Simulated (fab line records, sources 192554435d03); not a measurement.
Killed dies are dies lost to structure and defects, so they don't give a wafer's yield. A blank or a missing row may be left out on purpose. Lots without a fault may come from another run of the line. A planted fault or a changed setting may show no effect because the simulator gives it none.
fab line records | flow n5_finfet
record lots=5 wafers=15 last_day=19
route steps=1938 shown MOL_CONTACT_COAG@558
lots that met no fault: from a run of the same line without faults
start_h: hours from the record's first day to the start of the lot's first wafer shown | wait_h: hours since the lot's step before | " the same as in the row above | L1.1+2: a row that stands for several wafers | - no value, or no start given | * or withheld: withheld | < > ~ a bound
route shown NAME@n: a module of which the file shows steps, and the number in the route of the first | usual: mean/standard deviation of fault-free wafers | same: alike in all rows | chamber/n: place in a boat | sites: the reading at each site | _std_site: their standard deviation | _edge_site: outer sites' mean less inner sites' | radius_mm: how far each site lies from the wafer's centre | mask NAME#n: copy n | behind: the tool/chamber that last shaped the wafer | hold: why the lot was held/for how many hours/how that ended | device: the transistor (n, p or np) that didn't switch | end of line: the same wafers' tests at the end of the route | a step without rows: its recipe alone | killed: dies lost to structure and defects at the first sort, not the wafer's yield | map: a wafer's dies, x killed, . not, _ none there
set.NAME: the setting as run; set.NAME@STEP: as run at that earlier step | model.NAME: the simulator's own value behind a step, which no gauge read
lots at some steps of the route; a table a step, a row a wafer
services: from which hour (start_h, from the record's first day; less than 0 if before it) a tool's chamber was out of use, for how many hours, and why
## steps
# step N5_MOL_CONTACT_COAG_WET_ETCH_116
# recipe chemistry=SC1-inhibited target_depth_nm=4.6 dry=ipa_marangoni rinse_time_s=30 rinse_temp_c=23
# columns lot.wafer tool chamber start_h wait_h
L075.3+4+5 wet_bench-06 3,6,4 104.04 0.0
L081.2+4+5 wet_bench-03 2,3,6 137.36 0.0
L083.2+3+6 wet_bench-02 3,2,5 150.18 0.0
L095.2+4+6 wet_bench-02 4,7,0 216.87 0.0
L096.2+3+4 wet_bench-02 7,2,5 233.87 0.0
# step N5_MOL_CONTACT_COAG_ALD_27
# recipe material=SiOC target_thk_a=170 temp_c=400 ald_precursor_family=carbosiloxane ald_co_reactant=H2-plasma pulse_time_s=1.5 time_s=2720 purge_time_s=2 co_reactant_purge_time_s=2 ald_cycles=340 pressure_torr=2
# usual heater_power_w=867/96 precursor_pulse_height_rel=1.002/0.019
# same time_s=2720
# columns lot.wafer tool chamber start_h wait_h heater_power_w precursor_pulse_height_rel
L075.3 ald_sin-02 2 104.39 0.0 1152 0.974
L075.4 " 1 " " 747 0.957
L075.5 " 3 " " 755 1.025
L081.2 ald_sin-04 0 138.04 0.4 864 0.999
L081.4 " 2 " " 816 1.017
L081.5 " 1 " " 844 0.995
L083.2 ald_sin-04 3 150.64 0.2 931 0.989
L083.3 " 0 " " 871 0.984
L083.6 " 1 " " 883 0.970
L095.2 ald_sin-02 0 217.19 0.0 839 1.023
L095.4 " 2 " " 1136 0.987
L095.6 " 1 " " 751 0.961
L096.2 ald_sin-01 3 234.19 0.0 848 1.011
L096.3 " 2 " " 834 0.992
L096.4 " 1 " " 935 0.983
# step N5_MOL_CONTACT_COAG_CMP_28
# recipe stop_on=SiNx t_overpolish_s=0.85 post_cmp_clean=alkaline_brush down_force_psi=4.15 platen_rpm=51.8 pad_velocity_m_s=1.0307 target_thk_nm=14.522
# usual edge_zone_pressure_frac=1.000/0.0049 motor_current_A=12.1/0.86 time_to_endpoint_s=4.4/2.2
# same t_overpolish_s=0.85
# columns lot.wafer tool chamber start_h wait_h edge_zone_pressure_frac motor_current_A time_to_endpoint_s
L075.3 cmp-02 1 105.99 0.8 1.006 12.1 2.1
L075.4 " 2 " " 0.998 12.0 2.6
L075.5 " 1 " " 1.003 11.9 1.6
L081.2 cmp-04 3 139.61 0.8 0.997 13.1 2.1
L081.4 " 1 " " 1.007 11.4 4.4
L081.5 " 0 " " 0.999 11.8 6.0
L083.3 cmp-04 3 152.25 0.8 1.000 12.5 3.4
L083.2 " 1 " " 1.006 11.2 6.2
L083.6 " 2 " " 1.012 10.5 5.2
L095.2 cmp-01 0 218.75 0.8 1.003 12.3 2.8
L095.4 " 2 " " 0.997 13.5 4.4
L095.6 " 0 " " 1.000 12.7 3.8
L096.4 cmp-01 3 235.75 0.8 0.997 11.6 0.0
L096.3 " 1 " " 0.996 12.9 1.8
L096.2 " 2 " " 1.002 14.2 3.2
# step N5_MOL_CONTACT_COAG_THK_MEAS_29
# recipe reads=SiNx_of_GATE_CUT_PECVD_57+SiNx_of_GATE_CUT_SAC_CAP_01
# usual MD_CAP_THK=17.91/0.089
# columns lot.wafer tool chamber start_h wait_h MD_CAP_THK[nm]
L075.3 film_metro-02 - 106.25 - 17.96
L075.4 " - " " 17.87
L075.5 " - " " 17.84
L081.2 film_metro-02 - 139.91 - 17.84
L081.4 " - " " 17.70
L081.5 " - " " 17.79
L083.2 film_metro-01 - 152.51 - 18.03
L083.3 " - " " 17.99
L083.6 " - " " 17.99
L095.2 film_metro-01 - 219.05 - 17.85
L095.4 " - " " 17.98
L095.6 " - " " 17.89
L096.2 film_metro-02 - 236.05 - 17.83
L096.3 " - " " 17.91
L096.4 " - " " 17.87
# step N5_MOL_CONTACT_COAG_ALD_123
# recipe material=SiNx target_thk_a=50 temp_c=400 ald_precursor_family=SiH2I2 ald_co_reactant=N2/H2-plasma pulse_time_s=1 purge_time_s=2 co_reactant_purge_time_s=2 ald_cycles=100 pressure_torr=2
# usual heater_power_w=879/130 precursor_pulse_height_rel=1.002/0.021
# columns lot.wafer tool chamber start_h wait_h heater_power_w precursor_pulse_height_rel
L075.3 ald_sin-02 3 106.29 0.0 764 0.986
L075.4 " 2 " " 1113 0.989
L075.5 " 1 " " 766 0.980
L081.2 ald_sin-02 2 139.94 0.0 1148 0.984
L081.4 " 0 " " 859 1.003
L081.5 " 2 " " 1113 1.039
L083.2 ald_sin-01 3 152.55 0.0 844 1.016
L083.3 " 0 " " 769 1.011
L083.6 " 1 " " 953 1.003
L095.2 ald_sin-02 1 219.09 0.0 760 0.998
L095.4 " 3 " " 767 1.011
L095.6 " 1 " " 758 0.996
L096.2 ald_sin-02 1 236.09 0.0 756 1.011
L096.3 " 0 " " 884 1.022
L096.4 " 3 " " 762 1.015
# step N5_MOL_CONTACT_COAG_PECVD_31
# recipe material=SiO2 target_thk_a=460 temp_c=400 precursor=TEOS/O2 pressure_torr=6.5 rf_w=withheld teos_flow_sccm=withheld gas=O2 flow_sccm=2650 time_s=8.9
# same time_s=8.9
# columns lot.wafer tool chamber start_h wait_h
L075.3+4+5 pecvd-01 0,0,2 106.79 0.3
L081.2+4+5 pecvd-03 1,1,0 140.45 0.3
L083.2+3+6 pecvd-01 1 153.06 0.3
L095.2+4+6 pecvd-03 1,1,0 219.59 0.3
L096.2+3+4 pecvd-03 0,1,0 236.59 0.3
# step N5_MOL_CONTACT_COAG_COAT_75
# recipe resist=SOC temp_c=250 time_s=60 spin_rpm=1500 resist_thk_nm=60
# usual heater_power_total_W=500.4/1.7 plate_temp_C=249.97/0.15 spin_speed_rpm=1500.1/1
# same time_s=60
# columns lot.wafer tool chamber start_h wait_h heater_power_total_W plate_temp_C spin_speed_rpm
L075.3 litho_track-02 0 106.85 0.0 498.7 249.72 1501.4
L075.4 " 0 " " 498.3 249.80 1500.8
L075.5 " 0 " " 497.8 249.80 1500.9
L081.2 litho_track-03 0 140.50 0.0 503.1 249.96 1500.6
L081.4 " 0 " " 499.5 250.12 1500.1
L081.5 " 0 " " 502.3 249.81 1501.2
L083.2 litho_track-02 0 153.13 0.1 500.5 250.01 1500.1
L083.3 " 0 " " 501.6 249.99 1499.7
L083.6 " 0 " " 501.5 250.09 1500.0
L095.2 litho_track-04 0 219.65 0.0 497.8 250.11 1500.7
L095.4 " 0 " " 501.6 250.05 1498.5
L095.6 " 0 " " 497.4 250.22 1500.6
L096.2 litho_track-02 0 236.65 0.0 499.3 250.17 1499.4
L096.3 " 0 " " 498.3 249.81 1499.1
L096.4 " 0 " " 500.6 250.04 1500.3
# step N5_MOL_CONTACT_COAG_COAT_76
# recipe resist=SiARC temp_c=220 time_s=60 spin_rpm=1500 resist_thk_nm=10
# usual heater_power_total_W=427.6/2.3 plate_temp_C=220.00/0.16 spin_speed_rpm=1500.0/0.85
# same time_s=60
# columns lot.wafer tool chamber start_h wait_h heater_power_total_W plate_temp_C spin_speed_rpm
L075.3 litho_track-02 0 - - 426.4 219.89 1500.0
L075.4 " 0 " " 424.7 220.01 1500.4
L075.5 " 0 " " 424.4 219.97 1500.0
L081.2 litho_track-03 0 - - 429.8 219.83 1500.3
L081.4 " 0 " " 430.4 220.03 1499.6
L081.5 " 0 " " 430.0 220.15 1501.3
L083.2 litho_track-02 0 - - 427.2 219.78 1501.4
L083.3 " 0 " " 428.6 219.73 1501.4
L083.6 " 0 " " 429.8 219.78 1501.6
L095.2 litho_track-04 0 - - 424.8 220.02 1501.6
L095.4 " 0 " " 426.9 219.99 1500.9
L095.6 " 0 " " 426.2 220.18 1500.3
L096.2 litho_track-02 0 - - 425.1 220.21 1499.3
L096.3 " 0 " " 430.1 220.32 1499.4
L096.4 " 0 " " 429.6 220.04 1500.2
# step N5_MOL_CONTACT_COAG_COAT_77
# recipe resist=underlayer temp_c=205 time_s=60 spin_rpm=1500 resist_thk_nm=10
# usual heater_power_total_W=391.7/1.3 plate_temp_C=204.98/0.17 spin_speed_rpm=1500.1/0.91
# same time_s=60
# columns lot.wafer tool chamber start_h wait_h heater_power_total_W plate_temp_C spin_speed_rpm
L075.3 litho_track-02 0 - - 390.2 204.98 1498.6
L075.4 " 0 " " 391.2 204.84 1499.4
L075.5 " 0 " " 390.6 205.03 1499.1
L081.2 litho_track-03 0 - - 394.0 204.93 1500.4
L081.4 " 0 " " 394.0 204.98 1500.2
L081.5 " 0 " " 389.7 205.10 1500.2
L083.2 litho_track-02 0 - - 389.5 205.06 1499.3
L083.3 " 0 " " 389.6 204.90 1499.9
L083.6 " 0 " " 393.0 204.87 1499.2
L095.2 litho_track-04 0 - - 391.4 205.13 1501.2
L095.4 " 0 " " 392.9 205.01 1499.4
L095.6 " 0 " " 391.1 205.43 1500.4
L096.2 litho_track-02 0 - - 392.6 205.11 1499.8
L096.3 " 0 " " 392.4 205.19 1500.8
L096.4 " 0 " " 391.2 205.11 1500.2
# step N5_MOL_CONTACT_COAG_COAT_78
# recipe resist=CAR-EUV spin_rpm=1500 resist_thk_nm=40
# usual spin_speed_rpm=1499.9/0.99
# columns lot.wafer tool chamber start_h wait_h spin_speed_rpm
L075.3 litho_track-02 0 - - 1499.7
L075.4 " 0 " " 1499.5
L075.5 " 0 " " 1499.6
L081.2 litho_track-03 0 - - 1500.0
L081.4 " 0 " " 1500.3
L081.5 " 0 " " 1499.0
L083.2 litho_track-02 0 - - 1499.8
L083.3 " 0 " " 1499.2
L083.6 " 0 " " 1499.9
L095.2 litho_track-04 0 - - 1499.7
L095.4 " 0 " " 1501.5
L095.6 " 0 " " 1498.6
L096.2 litho_track-02 0 - - 1499.8
L096.3 " 0 " " 1499.6
L096.4 " 0 " " 1500.6
# step N5_MOL_CONTACT_COAG_EBR_80
# recipe solvent=PGMEA ebr_width_mm=1.5
# columns lot.wafer tool chamber start_h wait_h
L075.3+4+5 litho_track-02 0 - -
L081.2+4+5 litho_track-03 0 - -
L083.2+3+6 litho_track-02 0 - -
L095.2+4+6 litho_track-04 0 - -
L096.2+3+4 litho_track-02 0 - -
# step N5_MOL_CONTACT_COAG_SOFTBAKE_79
# recipe temp_c=110 time_s=60 resist=CAR-EUV
# usual heater_power_total_W=175.3/1.6 plate_temp_C=109.99/0.14
# same time_s=60
# columns lot.wafer tool chamber start_h wait_h heater_power_total_W plate_temp_C
L075.3 litho_track-02 0 - - 174.3 109.97
L075.4 " 0 " " 173.7 110.06
L075.5 " 0 " " 177.4 110.19
L081.2 litho_track-03 0 - - 176.9 109.81
L081.4 " 0 " " 173.1 110.13
L081.5 " 0 " " 176.2 110.14
L083.2 litho_track-02 0 - - 173.4 110.06
L083.3 " 0 " " 176.3 109.98
L083.6 " 0 " " 174.6 109.91
L095.2 litho_track-04 0 - - 177.4 109.82
L095.4 " 0 " " 174.1 109.82
L095.6 " 0 " " 173.0 109.88
L096.2 litho_track-02 0 - - 176.6 109.88
L096.3 " 0 " " 173.0 110.11
L096.4 " 0 " " 176.6 110.15
# step N5_MOL_CONTACT_COAG_EXPOSE_81
# recipe mask_id=VG na=0.33 source_shape=annular sigma_inner=0.3 sigma_outer=0.7 polarization=unpolarized defocus_nm=0 dose_mj=59.5
# usual focus_offset_nm=0.0/0.48
# same na=0.33
# columns lot.wafer tool chamber start_h wait_h mask focus_offset_nm
L075.3 euv_scanner-02 0 107.13 - VG#0 0.6
L075.4 " 0 " " VG#0 -0.2
L075.5 " 0 " " VG#0 -0.4
L081.2 euv_scanner-02 0 140.77 - VG#0 0.2
L081.4 " 0 " " VG#0 0.8
L081.5 " 0 " " VG#0 0.2
L083.2 euv_scanner-02 0 153.28 - VG#0 -0.4
L083.3 " 0 " " VG#0 -0.9
L083.6 " 0 " " VG#0 -0.4
L095.2 euv_scanner-02 0 219.79 - VG#0 0.7
L095.4 " 0 " " VG#0 0.7
L095.6 " 0 " " VG#0 -0.2
L096.2 euv_scanner-01 0 236.92 - VG#0 -0.1
L096.3 " 0 " " VG#0 -0.3
L096.4 " 0 " " VG#0 0.3
# step N5_MOL_CONTACT_COAG_PEB_82
# recipe peb_temp_c=100 peb_time_s=60 resist=CAR-EUV
# usual heater_power_total_W=154.0/1.1 plate_temp_C=99.99/0.14
# columns lot.wafer tool chamber start_h wait_h heater_power_total_W plate_temp_C
L075.3 litho_track-02 0 107.19 0.1 155.3 100.09
L075.4 " 0 " " 153.0 99.89
L075.5 " 0 " " 153.2 99.99
L081.2 litho_track-02 0 140.84 0.1 153.6 99.81
L081.4 " 0 " " 153.0 99.90
L081.5 " 0 " " 153.7 99.84
L083.2 litho_track-03 0 153.34 0.1 153.6 100.07
L083.3 " 0 " " 153.2 100.02
L083.6 " 0 " " 152.5 99.81
L095.2 litho_track-03 0 219.86 0.1 154.5 99.96
L095.4 " 0 " " 152.4 100.24
L095.6 " 0 " " 155.3 100.07
L096.2 litho_track-02 0 236.98 0.1 155.0 99.88
L096.3 " 0 " " 152.9 100.19
L096.4 " 0 " " 155.7 99.88
# step N5_MOL_CONTACT_COAG_DEVELOP_83
# recipe develop_time_s=30 developer=TMAH resist=CAR-EUV rinse_liquid=surfactant_rinse dry=air_spin dev_temp_c=23
# columns lot.wafer tool chamber start_h wait_h
L075.3+4+5 litho_track-02 0 - -
L081.2+4+5 litho_track-02 0 - -
L083.2+3+6 litho_track-03 0 - -
L095.2+4+6 litho_track-03 0 - -
L096.2+3+4 litho_track-02 0 - -
# step N5_MOL_CONTACT_COAG_CD_MEAS_84
# recipe target_cd_nm=25.1 landing_energy_ev=500 detector=se_inlens polarity=opening
# usual cd_nm=24.99/0.25
# columns lot.wafer tool chamber start_h wait_h cd_nm
L075.3 cd_sem-03 0 107.26 - 24.90
L075.4 " 0 " " 25.23
L075.5 " 0 " " 24.70
L081.2 cd_sem-03 0 140.91 - 25.10
L081.4 " 0 " " 24.85
L081.5 " 0 " " 24.74
L083.2 cd_sem-01 0 153.41 - 25.21
L083.3 " 0 " " 25.10
L083.6 " 0 " " 25.06
L095.2 cd_sem-03 0 219.93 - 25.36
L095.4 " 0 " " 25.46
L095.6 " 0 " " 25.27
L096.2 cd_sem-02 0 237.05 - 25.09
L096.3 " 0 " " 24.65
L096.4 " 0 " " 25.31
# step N5_MOL_CONTACT_COAG_OVL_MEAS_85
# recipe points_per_wafer=522
# usual VG_OVL=0.2/0.8
# same points_per_wafer=522
# columns lot.wafer tool chamber start_h wait_h VG_OVL[nm]
L075.3 overlay-01 0 107.30 0.0 0.5
L075.4 " 0 " " 0.5
L075.5 " 0 " " -0.2
L081.2 overlay-01 0 140.95 0.0 1.9
L081.4 " 0 " " 0.4
L081.5 " 0 " " 2.3
L083.2 overlay-01 0 153.46 0.0 -0.5
L083.3 " 0 " " 0.7
L083.6 " 0 " " 0.0
L095.2 overlay-01 0 219.96 0.0 -0.8
L095.4 " 0 " " -1.2
L095.6 " 0 " " 0.0
L096.2 overlay-02 0 237.09 0.0 0.0
L096.3 " 0 " " -0.6
L096.4 " 0 " " -0.4
# step N5_MOL_CONTACT_COAG_INSPECT_57
# recipe mode=adi inspect_instrument=brightfield
# usual raw_defect_count=210/55
# columns lot.wafer tool chamber start_h wait_h raw_defect_count
L075.3 defect_inspect-02 - 107.34 0.0 143
L075.4 " - " " 116
L075.5 " - " " 238
L081.2 defect_inspect-02 - 141.00 0.0 187
L081.4 " - " " 214
L081.5 " - " " 212
L083.2 defect_inspect-02 - 153.52 0.1 117
L083.3 " - " " 108
L083.6 " - " " 148
L095.2 defect_inspect-02 - 220.02 0.0 156
L095.4 " - " " 146
L095.6 " - " " 164
L096.2 defect_inspect-01 - 237.14 0.0 298
L096.3 " - " " 330
L096.4 " - " " 222
# step N5_MOL_CONTACT_COAG_DESCUM_88
# recipe chemistry=O2 time_s=7 source_power_w=50 bias_power_w=20 pressure_mtorr=20 rf_frequency_hz=2.712e+07 temp_c=40 resist=CAR-EUV o2_flow_sccm=225
# usual drypump_motor_current_A=5.5/0.42 oes_product_au=0.82/0.11 rf_vpp_V=243.1/1.4 showerhead_plenum_p_Torr=2.09/0.078 throttle_valve_pct=20.41/0.22
# same time_s=7
# columns lot.wafer tool chamber start_h wait_h drypump_motor_current_A oes_product_au rf_hours_counter_h rf_vpp_V showerhead_plenum_p_Torr throttle_valve_pct
L075.3 rie_diel-01 1 107.38 0.0 5.2 0.70 231 243.3 2.15 20.50
L075.4 " 3 " " 5.0 1.00 2 243.7 2.15 20.14
L075.5 " 1 " " 5.2 0.69 - 244.1 2.15 20.50
L081.2 rie_diel-01 3 141.03 0.0 4.9 0.95 15 243.3 2.14 20.19
L081.4 " 1 " " 5.2 0.70 - 243.5 2.15 20.53
L081.5 " 2 " " 5.9 0.69 - 241.5 1.97 20.46
L083.2 rie_diel-01 3 153.55 0.0 4.9 0.94 19 244.6 2.14 20.19
L083.3 " 0 " " 5.5 0.96 3 243.5 2.05 20.29
L083.6 " 0 " " 5.5 0.96 - 243.2 2.05 20.27
L095.2 rie_diel-01 0 220.41 0.4 5.5 0.88 29 243.1 2.05 20.31
L095.4 " 3 " " 5.0 0.89 - 243.7 2.13 20.22
L095.6 " 1 " " 5.2 0.90 - 243.2 2.14 20.23
L096.2 rie_diel-03 1 237.17 0.0 5.3 0.86 52 245.3 2.24 20.24
L096.3 " 3 " " 5.5 0.79 106 244.1 2.19 20.24
L096.4 " 0 " " 5.4 0.75 149 242.8 2.03 20.59
# step N5_MOL_CONTACT_COAG_ETCH_89
# recipe chemistry=N2/H2 target=underlayer target_depth_a=130 mask_material=CAR-EUV time_s=10.4 ion_energy_ev=200 pressure_mtorr=30 source_w=840 bias_w=150 n2_flow_sccm=200 h2_flow_sccm=200 ends=cleared
# usual bias_w=150.0/0.51 drypump_motor_current_A=5.5/0.42 etch_rf_on_time_s=10.35/0.24 oes_product_au=0.70/0.09 rf_vpp_V=523.5/2.7 showerhead_plenum_p_Torr=2.53/0.092 throttle_valve_pct=17.80/0.26
# columns lot.wafer tool chamber start_h wait_h bias_w drypump_motor_current_A etch_rf_on_time_s oes_product_au rf_hours_counter_h rf_vpp_V showerhead_plenum_p_Torr throttle_valve_pct
L075.3 rie_diel-01 1 107.41 0.0 150.8 5.2 10.71 0.60 231 526.1 2.63 17.97
L075.4 " 3 " " 149.3 5.0 10.28 0.85 2 526.7 2.59 17.45
L075.5 " 1 " " 150.2 5.2 10.64 0.60 - 526.6 2.63 17.97
L081.2 rie_diel-01 3 141.07 0.0 150.7 4.9 10.39 0.81 15 524.9 2.58 17.46
L081.4 " 1 " " 150.2 5.3 10.65 0.58 - 525.7 2.62 17.99
L081.5 " 2 " " 149.8 5.9 10.54 0.59 - 520.2 2.40 18.02
L083.2 rie_diel-01 3 153.59 0.0 149.9 4.9 10.31 0.80 19 526.8 2.58 17.47
L083.3 " 0 " " 149.2 5.5 10.51 0.80 3 522.8 2.49 17.65
L083.6 " 0 " " 149.1 5.5 10.43 0.80 - 521.1 2.49 17.65
L095.2 rie_diel-01 0 220.44 0.0 150.1 5.5 10.25 0.74 29 522.2 2.48 17.72
L095.4 " 3 " " 150.4 5.0 10.07 0.76 - 524.8 2.57 17.54
L095.6 " 1 " " 149.1 5.2 10.21 0.77 - 524.8 2.61 17.65
L096.2 rie_diel-03 1 237.21 0.0 150.1 5.3 9.99 0.75 52 527.8 2.68 17.43
L096.3 " 3 " " 150.2 5.5 10.84 0.64 106 529.2 2.67 17.69
L096.4 " 0 " " 149.9 5.4 10.63 0.63 149 520.5 2.45 17.84
# step N5_MOL_CONTACT_COAG_ETCH_90
# recipe chemistry=CF4 target=SiARC target_depth_a=130 mask_material=CAR-EUV time_s=21.7 ion_energy_ev=80 pressure_mtorr=40 source_w=545 bias_w=36 Ar_flow_sccm=100 cf4_flow_sccm=100 ends=cleared
# usual bias_w=36.00/0.12 drypump_motor_current_A=5.5/0.42 etch_rf_on_time_s=21.6/0.46 mfc_ar_sccm=100.0/0.39 oes_product_au=0.70/0.09 rf_vpp_V=184.0/1.3 showerhead_plenum_p_Torr=2.14/0.072 throttle_valve_pct=15.60/0.25
# columns lot.wafer tool chamber start_h wait_h bias_w drypump_motor_current_A etch_rf_on_time_s mfc_ar_sccm oes_product_au rf_hours_counter_h rf_vpp_V showerhead_plenum_p_Torr throttle_valve_pct
L075.3 rie_diel-01 1 107.43 0.0 35.94 5.2 21.7 100.0 0.61 231 183.1 2.21 15.80
L075.4 " 3 " " 36.22 4.9 21.1 100.0 0.85 2 184.6 2.19 15.32
L075.5 " 1 " " 35.70 5.2 22.1 99.9 0.60 - 184.8 2.21 15.79
L081.2 rie_diel-01 3 141.09 0.0 35.94 4.9 21.2 100.7 0.81 15 185.5 2.19 15.34
L081.4 " 1 " " 35.87 5.2 21.9 100.3 0.59 - 185.2 2.20 15.81
L081.5 " 2 " " 36.01 6.0 21.6 100.5 0.59 - 182.5 2.04 15.80
L083.2 rie_diel-01 3 153.61 0.0 35.92 5.0 21.1 99.9 0.80 19 184.9 2.19 15.36
L083.3 " 0 " " 36.26 5.4 21.4 100.0 0.81 3 184.4 2.12 15.44
L083.6 " 0 " " 36.06 5.4 21.5 100.4 0.81 - 182.8 2.12 15.44
L095.2 rie_diel-01 0 220.46 0.0 36.14 5.5 21.4 99.9 0.75 29 183.3 2.11 15.48
L095.4 " 3 " " 35.96 4.9 20.8 100.0 0.77 - 184.0 2.18 15.42
L095.6 " 1 " " 36.06 5.2 21.3 99.7 0.78 - 185.0 2.19 15.39
L096.2 rie_diel-03 1 237.23 0.0 35.98 5.3 20.7 99.4 0.76 52 185.2 2.26 15.21
L096.3 " 3 " " 35.73 5.4 22.2 100.0 0.65 106 184.2 2.25 15.50
L096.4 " 0 " " 35.97 5.4 22.2 100.0 0.64 149 182.6 2.06 15.64
# step N5_MOL_CONTACT_COAG_ALD_131
# recipe material=SiO2 target_thk_a=50 temp_c=100 ald_precursor_family=BDEAS ald_co_reactant=O2-plasma pulse_time_s=1 co_reactant_pulse_time_s=1 purge_time_s=2 co_reactant_purge_time_s=2 ald_cycles=35 pressure_torr=2
# usual heater_power_w=80/8.2 precursor_pulse_height_rel=1.001/0.02
# columns lot.wafer tool chamber start_h wait_h heater_power_w precursor_pulse_height_rel
L075.3 ald_sin-02 0 108.53 1.1 80 1.006
L075.4 " 3 " " 71 1.011
L075.5 " 0 " " 82 0.984
L081.2 ald_sin-01 2 141.17 0.1 76 1.026
L081.4 " 3 " " 79 0.999
L081.5 " 0 " " 75 1.027
L083.2 ald_sin-04 3 153.69 0.1 87 0.980
L083.3 " 1 " " 80 0.998
L083.6 " 2 " " 76 1.025
L095.2 ald_sin-04 0 220.54 0.1 80 0.996
L095.4 " 2 " " 74 0.974
L095.6 " 3 " " 84 1.021
L096.2 ald_sin-04 0 237.31 0.1 77 0.992
L096.3 " 2 " " 73 1.008
L096.4 " 1 " " 86 0.992
# step N5_MOL_CONTACT_COAG_ETCHBACK_132
# recipe chemistry=CHF3 target=SiO2 target_depth_a=100 time_s=6.7 ion_energy_ev=200 pressure_mtorr=30 source_w=610 bias_w=170 Ar_flow_sccm=200 CHF3_flow_sccm=50
# usual bias_w=170.0/0.45 drypump_motor_current_A=5.6/0.43 mfc_ar_sccm=200.0/0.64 oes_f_703_au=0.81/0.084 oes_product_au=0.82/0.088 rf_vpp_V=522/9.3 showerhead_plenum_p_Torr=2.38/0.087 throttle_valve_pct=18.70/0.24
# same time_s=6.7
# columns lot.wafer tool chamber start_h wait_h bias_w drypump_motor_current_A mfc_ar_sccm oes_f_703_au oes_product_au rf_hours_counter_h rf_vpp_V showerhead_plenum_p_Torr throttle_valve_pct
L075.3 rie_diel-03 3 108.71 0.1 170.6 5.5 199.3 0.81 0.82 69 515 2.50 18.46
L075.4 " 2 " " 170.0 5.6 200.3 0.79 0.78 102 514 2.30 18.80
L075.5 " 2 " " 170.3 5.6 199.9 0.79 0.79 - 515 2.30 18.80
L081.2 rie_diel-04 0 141.35 0.1 169.2 5.1 200.9 0.69 0.68 251 523 2.35 19.11
L081.4 " 0 " " 169.8 5.1 200.6 0.69 0.67 - 524 2.35 19.10
L081.5 " 1 " " 169.9 6.5 199.8 0.88 0.89 - 531 2.34 18.97
L083.2 rie_diel-04 2 153.87 0.1 170.3 5.4 201.1 0.79 0.83 84 523 2.41 18.41
L083.3 " 1 " " 169.9 6.5 200.5 0.88 0.88 41 530 2.34 18.98
L083.6 " 0 " " 170.0 5.1 199.2 0.69 0.68 - 523 2.35 19.08
L095.2 rie_diel-04 2 220.85 0.2 170.4 5.4 200.1 0.77 0.79 107 523 2.40 18.46
L095.4 " 1 " " 170.1 6.5 200.8 0.85 0.85 65 531 2.33 19.02
L095.6 " 1 " " 170.4 6.5 200.7 0.83 0.85 - 529 2.33 19.02
L096.2 rie_diel-03 1 237.50 0.1 170.0 5.3 199.9 0.88 0.87 52 522 2.53 18.42
L096.3 " 0 " " 170.6 5.3 200.8 0.74 0.75 149 539 2.29 18.72
L096.4 " 2 " " 169.3 5.6 201.2 0.76 0.74 140 515 2.29 18.85
# step N5_MOL_CONTACT_COAG_ETCH_91
# recipe chemistry=N2/H2 target=SOC target_depth_a=600 overetch_a=210 mask_material=SiARC temp_c=40 time_s=101.2 ion_energy_ev=200 pressure_mtorr=30 source_w=840 bias_w=150 n2_flow_sccm=200 h2_flow_sccm=200
# usual bias_w=150.1/0.46 drypump_motor_current_A=5.6/0.43 oes_product_au=0.68/0.069 rf_vpp_V=523.7/2.8 showerhead_plenum_p_Torr=2.54/0.097 throttle_valve_pct=17.75/0.26
# same time_s=101.2
# columns lot.wafer tool chamber start_h wait_h bias_w drypump_motor_current_A oes_product_au rf_hours_counter_h rf_vpp_V showerhead_plenum_p_Torr throttle_valve_pct
L075.3 rie_diel-03 3 108.74 0.0 149.8 5.5 0.69 69 528.5 2.69 17.59
L075.4 " 2 " " 150.3 5.6 0.65 102 519.8 2.46 17.94
L075.5 " 2 " " 150.5 5.6 0.64 - 519.6 2.46 17.92
L081.2 rie_diel-04 0 141.38 0.0 150.1 5.1 0.58 251 524.1 2.48 17.95
L081.4 " 0 " " 149.2 5.1 0.58 - 522.3 2.48 17.96
L081.5 " 1 " " 151.1 6.5 0.74 - 522.6 2.48 18.06
L083.2 rie_diel-04 2 153.90 0.0 150.2 5.4 0.70 84 524.6 2.56 17.39
L083.3 " 1 " " 150.4 6.5 0.73 41 522.1 2.48 18.07
L083.6 " 0 " " 150.2 5.1 0.57 - 523.3 2.48 17.96
L095.2 rie_diel-04 2 220.88 0.0 150.0 5.4 0.67 107 524.3 2.55 17.43
L095.4 " 1 " " 149.3 6.5 0.71 65 522.2 2.47 18.11
L095.6 " 1 " " 149.7 6.5 0.70 - 523.1 2.47 18.11
L096.2 rie_diel-03 1 237.53 0.0 149.8 5.3 0.71 52 529.9 2.68 17.38
L096.3 " 0 " " 150.4 5.3 0.63 149 519.2 2.45 17.82
L096.4 " 2 " " 150.0 5.6 0.63 140 521.3 2.45 17.99
# step N5_MOL_CONTACT_COAG_STRIP_92
# recipe chemistry=N2/H2 temp_c=40 n2_flow_sccm=200 h2_flow_sccm=200 rf_frequency_hz=6e+07
# columns lot.wafer tool chamber start_h wait_h
L075.3+4+5 rie_diel-03 3,2,2 108.81 0.0
L081.2+4+5 rie_diel-04 0,0,1 141.45 0.0
L083.2+3+6 rie_diel-04 2,1,0 153.97 0.0
L095.2+4+6 rie_diel-04 2,1,1 220.95 0.0
L096.2+3+4 rie_diel-03 1,0,2 237.60 0.0
# step N5_MOL_CONTACT_COAG_STRIP_93
# recipe chemistry=N2/H2 temp_c=40 n2_flow_sccm=200 h2_flow_sccm=200 rf_frequency_hz=6e+07
# columns lot.wafer tool chamber start_h wait_h
L075.3+4+5 rie_diel-03 3,2,2 108.82 0.0
L081.2+4+5 rie_diel-04 0,0,1 141.46 0.0
L083.2+3+6 rie_diel-04 2,1,0 153.98 0.0
L095.2+4+6 rie_diel-04 2,1,1 220.96 0.0
L096.2+3+4 rie_diel-03 1,0,2 237.61 0.0
## services
# columns tool chamber start_h hours kind
rie_diel-04 1 80.43 8.6 repair
ald_sin-01 - 84.75 2.8 pm
rie_diel-01 2 88.49 2.0 repair
ald_sin-01 2 105.64 5.0 repair
cmp-04 - 107.69 1.4 repair
rie_diel-03 - 111.08 2.8 pm
cmp-04 - 116.65 5.2 pm
euv_scanner-02 - 131.37 1.0 pm
ald_sin-01 0 135.09 3.7 repair
ald_sin-04 2 141.35 11.1 repair
rie_diel-03 1 141.39 6.8 repair
euv_scanner-02 - 147.81 3.5 repair
rie_diel-03 0 149.41 9.5 repair
rie_diel-04 2 165.85 1.5 repair
ald_sin-02 1 169.32 4.6 repair
rie_diel-04 0 170.71 17.3 repair
ald_sin-04 1 174.65 10.0 repair
ald_sin-04 - 177.95 14.0 pm
rie_diel-01 3 183.63 4.1 repair
euv_scanner-02 - 187.52 1.0 pm
euv_scanner-02 - 190.04 4.6 pm
euv_scanner-02 - 196.55 0.1 repair
pecvd-03 0 211.56 3.5 repair
pecvd-03 - 222.51 6.0 pm
## key
fault none
